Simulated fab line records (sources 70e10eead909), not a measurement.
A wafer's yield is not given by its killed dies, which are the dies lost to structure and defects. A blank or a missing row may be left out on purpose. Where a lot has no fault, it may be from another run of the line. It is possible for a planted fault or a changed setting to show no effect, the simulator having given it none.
Matching of chambers -- flow nand harc -- NHARC_P_STI_CMP_21 on cmp-02: 4 sister chambers
The step polishes, t overpolish 20 s, target thk 380.67 nm. 4 wafers are shown with their chamber, then 9 later ones without.

== WAFERS, EACH WITH ITS CHAMBER ==
wafer,chamber,motor current A (A)
L084.6,0,11.7
L087.1,2,14.0
L087.2,3,10.3
L087.4,1,12.7

== WAFERS MISSING THEIR CHAMBER ==
wafer,motor current A (A)
L087.3,11.6
L087.5,10.8
L087.6,11.3
L089.1,13.3
L089.3,13.7
L089.5,14.0
L097.2,10.6
L097.3,12.5
L097.5,12.9

== CHAMBER TAKEN BY EACH ==
wafer,from the rows above,in truth
L087.3,0,0
L087.5,can't be placed: 3 or 0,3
L087.6,can't be placed: 0 or 3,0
L089.1,can't be placed: 1 or 2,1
L089.3,2,2
L089.5,2,2
L097.2,3,3
L097.3,can't be placed: 1 or 0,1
L097.5,1,1
Correct placement for 5 of the 9. Cannot be placed on the basis of these rows: 4; the candidates contain the true chamber in 4. Number placed wrongly: 0.
How it was worked out, from the rows above alone: a wafer's distance from a chamber is the root of the sum, over the readings, of the square of ((its reading less the chamber's mean) divided by the reading's scatter). If the next closest chamber is less than 2 further off than the closest, the wafer can't be placed; otherwise it belongs to the closest. A chamber's mean is the mean of its shown wafers. The scatter (one wafer shown for each chamber): square how far every hidden wafer sits from the nearest shown wafer, average those squares and take the square root.
